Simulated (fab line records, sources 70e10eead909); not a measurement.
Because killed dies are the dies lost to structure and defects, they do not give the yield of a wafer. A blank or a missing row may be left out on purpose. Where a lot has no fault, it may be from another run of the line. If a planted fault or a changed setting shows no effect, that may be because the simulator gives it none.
Which of the tools did it? :: flow nand-harc :: 11 lots with 33 wafers sampled at 4 steps, on a route of 1302 steps

== WHAT THE GAUGES READ, wafer by wafer ==
NHARC_A_BLC_INSPECT_28.
lot: L783
measured: day 22 16:16
on: defect-inspect-02
raw-defect-count: 495 493 584

lot: L784
measured: day 23 11:52
on: defect-inspect-01
raw-defect-count: 531 587 636

lot: L788
measured: day 23 23:10
on: defect-inspect-01
raw-defect-count: 689 513 640

lot: L787
measured: day 24 03:58
on: defect-inspect-01
raw-defect-count: 435 394 389

lot: L789
measured: day 25 07:43
on: defect-inspect-01
raw-defect-count: 440 552 430

lot: L790
measured: day 25 13:58
on: defect-inspect-01
raw-defect-count: 820 458 510

lot: L795
measured: day 27 23:06
on: defect-inspect-02
raw-defect-count: 628 467 1763

lot: L800
measured: day 29 22:13
on: defect-inspect-01
raw-defect-count: 638 516 435

lot: L803
measured: day 31 02:08
on: defect-inspect-01
raw-defect-count: 566 450 603

lot: L805
measured: day 31 15:19
on: defect-inspect-02
raw-defect-count: 587 294 390

lot: L806
measured: day 32 22:05
on: defect-inspect-01
raw-defect-count: 555 453 625

== TOOL THAT RAN EACH LOT (tool first, then ch and the chambers of the sampled wafers, then the start) ==
lot: L783
NHARC_A_BLC_STRIP_21: rie-diel-07 ch 0,1, day 22 14:27
NHARC_A_BLC_PVD_32: pvd-sputter-01, day 22 15:54 or earlier
NHARC_A_BLC_CMP_25: cmp-02 ch 0,1,2, day 22 15:54

lot: L784
NHARC_A_BLC_STRIP_21: rie-diel-13 ch 1,2,3, day 23 10:04
NHARC_A_BLC_PVD_32: pvd-sputter-01, day 23 11:28 or earlier
NHARC_A_BLC_CMP_25: cmp-01 ch 0,1,2, day 23 11:28

lot: L788
NHARC_A_BLC_STRIP_21: rie-diel-07 ch 0,1,3, day 23 21:23
NHARC_A_BLC_PVD_32: pvd-sputter-03, day 23 22:47 or earlier
NHARC_A_BLC_CMP_25: cmp-02 ch 0,3, day 23 22:47

lot: L787
NHARC_A_BLC_STRIP_21: rie-diel-07 ch 1,2, day 24 02:10
NHARC_A_BLC_PVD_32: pvd-sputter-02, day 24 03:34 or earlier
NHARC_A_BLC_CMP_25: cmp-01 ch 0,1, day 24 03:34

lot: L789
NHARC_A_BLC_STRIP_21: rie-diel-05 ch 0,1,3, day 25 05:55
NHARC_A_BLC_PVD_32: pvd-sputter-01, day 25 07:20 or earlier
NHARC_A_BLC_CMP_25: cmp-02 ch 0,2, day 25 07:20

lot: L790
NHARC_A_BLC_STRIP_21: rie-diel-07 ch 1,2, day 25 12:11
NHARC_A_BLC_PVD_32: pvd-sputter-01, day 25 13:35 or earlier
NHARC_A_BLC_CMP_25: cmp-02 ch 0,1,2, day 25 13:35

lot: L795
NHARC_A_BLC_STRIP_21: rie-diel-07 ch 1,2,3, day 27 21:19
NHARC_A_BLC_PVD_32: pvd-sputter-03, day 27 22:43 or earlier
NHARC_A_BLC_CMP_25: cmp-02 ch 1,2, day 27 22:43

lot: L800
NHARC_A_BLC_STRIP_21: rie-diel-13 ch 0,1,3, day 29 20:26
NHARC_A_BLC_PVD_32: pvd-sputter-01, day 29 21:49 or earlier
NHARC_A_BLC_CMP_25: cmp-03 ch 2,3, day 29 21:49

lot: L803
NHARC_A_BLC_STRIP_21: rie-diel-07 ch 0,1,2, day 31 00:21
NHARC_A_BLC_PVD_32: pvd-sputter-01, day 31 01:44 or earlier
NHARC_A_BLC_CMP_25: cmp-01 ch 0,1, day 31 01:44

lot: L805
NHARC_A_BLC_STRIP_21: rie-diel-07 ch 0,1,2, day 31 13:02
NHARC_A_BLC_PVD_32: pvd-sputter-03, day 31 14:55 or earlier
NHARC_A_BLC_CMP_25: cmp-03 ch 1,2, day 31 14:55

lot: L806
NHARC_A_BLC_STRIP_21: rie-diel-07 ch 0,2,3, day 32 20:18
NHARC_A_BLC_PVD_32: pvd-sputter-01, day 32 21:43 or earlier
NHARC_A_BLC_CMP_25: cmp-03 ch 0,1,2, day 32 21:43
- NHARC_A_BLC_STRIP_21: strips in O2.
- NHARC_A_BLC_PVD_32: deposits Ti, target thk 5 nm, time 17.7 s.
- NHARC_A_BLC_CMP_25: polishes, t overpolish 30 s, target thk 150 nm.

== THE ANSWER, worked out from the rows above alone ==
Rule: the lots themselves supply what counts as usual. The widest of any qualifying gaps counts: lots, ordered by their means at a reading, are off when they make up no more than a third of the lots, leave a main group of 4 or more, and stand apart from it by 3 or more times the standard deviation of that group's means. A main group is skipped when, at the precision printed for the reading in the tables above, its means are all equal. Also off: a lot with no number at a reading for which 4 or more lots have one. All remaining lots with rows at the step are treated as sound.
Off: L795 (NHARC_A_BLC_INSPECT_28, raw-defect-count). The main group: mean 524, standard deviation 66.
A tool fits if, at a process step before that reading, it ran every lot that is off, and no sound lot after the first of them. Those tools and the gauges at NHARC_A_BLC_INSPECT_28 are tried in the same way. NHARC_A_BLC_PVD_32: start missing for some lots; hours and lot order therefore follow NHARC_A_BLC_CMP_25. One fits: cmp-02 at NHARC_A_BLC_CMP_25. Its last sound lot is L790 (day 25 13:35), its first lot that is off L795 (day 27 22:43): a fault that began between those two fits.

== WHAT WAS PUT IN BY THE SIMULATOR ==
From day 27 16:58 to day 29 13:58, cmp-02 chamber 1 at NHARC_A_BLC_CMP_25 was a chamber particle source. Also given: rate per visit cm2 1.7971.
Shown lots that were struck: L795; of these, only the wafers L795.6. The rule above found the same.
